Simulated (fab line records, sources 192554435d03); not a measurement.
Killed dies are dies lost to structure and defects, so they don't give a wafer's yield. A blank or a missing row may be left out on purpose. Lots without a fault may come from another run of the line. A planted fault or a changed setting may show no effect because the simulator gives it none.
Which tool did it? | flow n5_finfet | 9 lots, 23 wafers sampled, at 6 steps of a route of 1938

WHAT THE GAUGES READ, wafer by wafer
N5_STI_FIN_REVEAL_FIN_H_MEAS_10.
lot  | measured    | on     | trench_depth_nm (nm)
L678 | day 2 18:06 | ocd-01 | 51.5 51.5 53.4
L682 | day 3 21:40 | ocd-02 | 51.7 51.9 51.2
L686 | day 4 20:34 | ocd-02 | 51.4 51.1 51.0
L687 | day 5 05:38 | ocd-01 | 50.8 51.3 51.9
L691 | day 6 00:34 | ocd-01 | 67.7
L692 | day 6 08:01 | ocd-01 | 67.4
L695 | day 7 02:08 | ocd-02 | 51.2 52.8 53.1
L697 | day 7 14:49 | ocd-02 | 51.1 51.4 52.2
L698 | day 7 20:33 | ocd-02 | 51.8 51.9 51.4

N5_BEOL_M4_RC_MEAS_101.
lot  | measured     | on        | DIBL_N (mV/V)  | DIBL_P (mV/V)  | IGATE_N (nA/um)      | IOFF_N (nA/um)    | IOFF_P (nA/um) | ION_N (uA/um) | ION_P (uA/um) | REXT_N (ohm.um) | SS_N (mV/dec)  | SS_P (mV/dec)  | VT_N (mV)         | VT_P (mV)
L678 | day 9 09:17  | prober-02 | 38.2 37.8 36.8 | 36.8 37.5 36.2 | 0.0139 0.0148 0.0129 | 0.170 0.172 0.154 | 0.20 0.20 0.18 | 676 682 681   | 451 458 465   | 75.6 75.7 76.1  | 71.7 71.7 70.8 | 73.0 73.5 73.3 | 246.3 248.8 248.1 | -252 -254 -254
L682 | day 10 23:01 | prober-02 | 35.3 34.5 35.5 | 36.6 35.5 35.6 | 0.0130 0.0115 0.0118 | 0.152 0.133 0.142 | 0.21 0.19 0.20 | 668 664 662   | 458 456 455   | 72.8 72.7 73.0  | 71.9 71.6 71.7 | 73.1 72.4 72.9 | 249.3 250.4 252.5 | -251 -252 -251
L686 | day 11 08:02 | prober-01 | 35.1 36.4 35.4 | 36.0 37.5 36.5 | 0.0116 0.0127 0.0127 | 0.141 0.166 0.148 | 0.20 0.22 0.21 | 662 678 668   | 457 466 464   | 74.5 74.7 74.2  | 71.4 71.6 71.1 | 73.0 73.6 73.7 | 254.2 249.0 252.4 | -249 -251 -250
L687 | day 11 15:20 | prober-01 | 37.1 38.1 36.8 | 35.0 36.5 35.5 | 0.0099 0.0107 0.0101 | 0.145 0.171 0.142 | 0.19 0.22 0.19 | 661 664 663   | 449 459 458   | 72.7 72.7 73.0  | 70.9 71.4 71.2 | 72.9 73.3 72.8 | 252.3 250.1 250.8 | -252 -250 -254
L691 | day 12 08:12 | prober-02 | 33.9           | 35.8           | 0.0178               | 0.162             | 0.20           | 750           | 460           | 68.9            | 71.2           | 73.3           | 246.0             | -252
L692 | day 12 11:52 | prober-01 | 36.8           | 36.9           | 0.0159               | 0.176             | 0.19           | 757           | 463           | 73.0            | 71.2           | 73.5           | 246.1             | -255
L695 | day 13 17:42 | prober-01 | 34.7 34.2 35.3 | 34.4 34.5 34.9 | 0.0116 0.0124 0.0124 | 0.133 0.122 0.134 | 0.17 0.17 0.18 | 656 664 669   | 453 452 459   | 76.3 77.0 76.3  | 71.4 71.5 71.7 | 72.7 72.2 73.5 | 252.5 252.3 253.1 | -254 -253 -252
L697 | day 14 16:38 | prober-02 | 37.8 37.4 38.6 | 38.2 37.7 39.7 | 0.0139 0.0119 0.0107 | 0.167 0.154 0.186 | 0.22 0.21 0.24 | 665 661 679   | 453 459 463   | 75.8 76.9 76.3  | 71.4 71.3 71.7 | 73.6 73.1 73.4 | 249.4 250.7 250.4 | -250 -251 -251
L698 | day 14 00:37 | prober-02 | 35.7 35.4 35.3 | 36.6 36.2 36.6 | 0.0121 0.0139 0.0114 | 0.149 0.144 0.150 | 0.21 0.20 0.21 | 667 667 671   | 460 463 465   | 77.7 76.0 77.2  | 71.2 71.3 71.4 | 72.6 72.9 73.3 | 250.2 253.2 250.8 | -249 -251 -248

WHICH TOOL RAN EACH LOT (tool, then ch and the chambers of the sampled wafers, then the start)
lot  | N5_FIN_CUT_PRECLEAN_35            | N5_FIN_CUT_CUT_ETCH_28          | N5_STI_FIN_REVEAL_ETCHBACK_08     | N5_STI_FIN_REVEAL_STRIP_24
L678 | vapor_etch-01 ch 0,1, day 2 08:46 | rie_si-04 ch 0,1, day 2 08:53   | rie_diel-03 ch 0,2,3, day 2 15:03 | rie_diel-03 ch 0,2,3, day 2 15:05
L682 | vapor_etch-02 ch 0,1, day 3 12:08 | rie_si-01 ch 1,3, day 3 12:16   | rie_diel-03 ch 1,3, day 3 18:26   | rie_diel-03 ch 1,3, day 3 18:28
L686 | vapor_etch-01 ch 0,1, day 4 09:54 | rie_si-01 ch 0,3, day 4 10:02   | rie_diel-02 ch 0,3, day 4 17:34   | rie_diel-02 ch 0,3, day 4 17:36
L687 | vapor_etch-02 ch 0,1, day 4 20:08 | rie_si-04 ch 1,2,3, day 4 20:16 | rie_diel-01 ch 0,2, day 5 02:41   | rie_diel-01 ch 0,2, day 5 02:43
L691 | vapor_etch-02 ch 1, day 5 15:35   | rie_si-04 ch 3, day 5 15:42     | rie_diel-03 ch 2, day 5 21:37     | rie_diel-03 ch 2, day 5 21:41
L692 | vapor_etch-01 ch 1, day 5 22:27   | rie_si-01 ch 2, day 5 22:34     | rie_diel-03 ch 2, day 6 04:32     | rie_diel-03 ch 2, day 6 04:34
L695 | vapor_etch-02 ch 0,1, day 6 16:45 | rie_si-02 ch 0,2, day 6 16:53   | rie_diel-01 ch 1,2,3, day 6 22:56 | rie_diel-01 ch 1,2,3, day 6 22:58
L697 | vapor_etch-02 ch 0, day 7 03:27   | rie_si-02 ch 1,2, day 7 03:35   | rie_diel-01 ch 0,2,3, day 7 11:52 | rie_diel-01 ch 0,2,3, day 7 11:55
L698 | vapor_etch-02 ch 0,1, day 7 11:15 | rie_si-02 ch 0,2, day 7 11:23   | rie_diel-02 ch 1,3, day 7 17:25   | rie_diel-02 ch 1,3, day 7 17:27
- N5_FIN_CUT_PRECLEAN_35: cleans in vHF, time 13.3 s.
- N5_FIN_CUT_CUT_ETCH_28: etches Si in HBr/Cl2/O2, target depth 6 nm, time 2.4 s.
- N5_STI_FIN_REVEAL_ETCHBACK_08: etches SiO2 in C4F6/O2, target depth 30.5 nm, time 10.167 s.
- N5_STI_FIN_REVEAL_STRIP_24: strips in N2/H2, time 90 s.

WHAT THE TOOLS THEMSELVES READ (means of the sampled wafers that have a number; where no wafer has one, the mark that the record gives instead)
N5_FIN_CUT_PRECLEAN_35.
lot  | tool          | drypump_motor_current_A (A)
L678 | vapor_etch-01 | 5.5
L682 | vapor_etch-02 | 5.1
L686 | vapor_etch-01 | 5.5
L687 | vapor_etch-02 | 5.4
L691 | vapor_etch-02 | 4.9
L692 | vapor_etch-01 | 5.2
L695 | vapor_etch-02 | 5.1
L697 | vapor_etch-02 | 5.6
L698 | vapor_etch-02 | 5.4

N5_FIN_CUT_CUT_ETCH_28.
lot  | tool      | drypump_motor_current_A (A) | oes_product_au (a.u.) | throttle_valve_pct (%)
L678 | rie_si-04 | 5.5                         | 1.014                 | 37.23
L682 | rie_si-01 | 5.6                         | 0.996                 | 37.11
L686 | rie_si-01 | 5.8                         | 0.997                 | 37.07
L687 | rie_si-04 | 5.9                         | 0.991                 | 37.16
L691 | rie_si-04 | 5.4                         | 0.976                 | 37.34
L692 | rie_si-01 | 6.3                         | 1.010                 | 37.33
L695 | rie_si-02 | 5.5                         | 1.006                 | 37.10
L697 | rie_si-02 | 5.6                         | 1.003                 | 37.13
L698 | rie_si-02 | 5.5                         | 0.997                 | 37.10

N5_STI_FIN_REVEAL_ETCHBACK_08.
lot  | tool        | drypump_motor_current_A (A) | oes_f_703_au (a.u.) | oes_product_au (a.u.) | rf_vpp_V (V) | showerhead_plenum_p_Torr (Torr) | throttle_valve_pct (%)
L678 | rie_diel-03 | 5.9                         | 0.80                | 0.80                  | 662          | 2.97                            | 21.18
L682 | rie_diel-03 | 5.6                         | 0.71                | 0.71                  | 663          | 2.85                            | 21.23
L686 | rie_diel-02 | 6.2                         | 0.72                | 0.72                  | 667          | 2.87                            | 21.47
L687 | rie_diel-01 | 5.3                         | 0.72                | 0.70                  | 669          | 2.93                            | 21.26
L691 | rie_diel-03 | 6.6                         | 0.89                | 1.16                  | 657          | 3.03                            | 21.33
L692 | rie_diel-03 | 6.6                         | 0.89                | 1.18                  | 655          | 3.03                            | 21.35
L695 | rie_diel-01 | 5.7                         | 0.82                | 0.81                  | 672          | 2.95                            | 21.06
L697 | rie_diel-01 | 5.5                         | 0.72                | 0.72                  | 670          | 2.90                            | 21.21
L698 | rie_diel-02 | 6.6                         | 0.71                | 0.71                  | 668          | 2.82                            | 21.42

N5_STI_FIN_REVEAL_STRIP_24.
lot  | tool        | drypump_motor_current_A (A) | oes_product_au (a.u.) | rf_vpp_V (V) | showerhead_plenum_p_Torr (Torr) | throttle_valve_pct (%)
L678 | rie_diel-03 | 5.9                         | 0.81                  | 45.5         | 3.52                            | 12.22
L682 | rie_diel-03 | 5.6                         | 0.71                  | 45.5         | 3.40                            | 12.41
L686 | rie_diel-02 | 6.3                         | 0.72                  | 45.8         | 3.39                            | 12.56
L687 | rie_diel-01 | 5.3                         | 0.71                  | 45.4         | 3.48                            | 12.49
L691 | rie_diel-03 | 6.6                         | 0.90                  | 45.7         | 3.58                            | 11.96
L692 | rie_diel-03 | 6.6                         | 0.90                  | 45.0         | 3.58                            | 11.95
L695 | rie_diel-01 | 5.7                         | 0.81                  | 46.1         | 3.49                            | 12.07
L697 | rie_diel-01 | 5.6                         | 0.72                  | 44.0         | 3.44                            | 12.37
L698 | rie_diel-02 | 6.6                         | 0.70                  | 46.0         | 3.34                            | 12.56

THE ANSWER, worked out from the rows above alone
Rule: what is usual is taken from the lots themselves. Put in order of their means at a reading, lots are off if they are a third of the lots or fewer, leave a main group of 4 or more, and stand apart from it by a gap of 3 or more times the standard deviation of the main group's means; of several such gaps the widest counts. A main group whose means are all the same, to the digits that the tables above print for the reading, isn't used. A lot without any number at a reading at which 4 lots or more have one is off too. The other lots that the step has rows for count as sound. The gauges are gone through in route order, then the tools' own readings, and for those a lot's mean is taken as printed above. The first step at which some lot is off is used, and at that step the reading that is off furthest; a lot without a number counts as furthest.
Off: L691, L692, at N5_STI_FIN_REVEAL_FIN_H_MEAS_10 (trench_depth_nm). The main group: mean 51.7 nm, standard deviation 0.39.
A tool fits if, at a process step before that reading, it ran every lot that is off, and no sound lot after the first of them. The gauges at N5_STI_FIN_REVEAL_FIN_H_MEAS_10 aren't tried: what is off there is off at N5_BEOL_M4_RC_MEAS_101 too, on other tools, and a gauge's error can't cause that. One fits: rie_diel-03 at N5_STI_FIN_REVEAL_ETCHBACK_08 and N5_STI_FIN_REVEAL_STRIP_24. At N5_STI_FIN_REVEAL_ETCHBACK_08 its last sound lot is L682 (day 3 18:26), its first lot that is off L691 (day 5 21:37): a fault that began between those two fits.
The tool's own readings at N5_STI_FIN_REVEAL_ETCHBACK_08 bear it out: on the lots that are off they differ by more than 5 times the standard deviation of the sound lots' means. oes_product_au reads 1.17 a.u. there against 0.74 a.u. on the sound lots.

WHAT THE SIMULATOR HAD PUT IN
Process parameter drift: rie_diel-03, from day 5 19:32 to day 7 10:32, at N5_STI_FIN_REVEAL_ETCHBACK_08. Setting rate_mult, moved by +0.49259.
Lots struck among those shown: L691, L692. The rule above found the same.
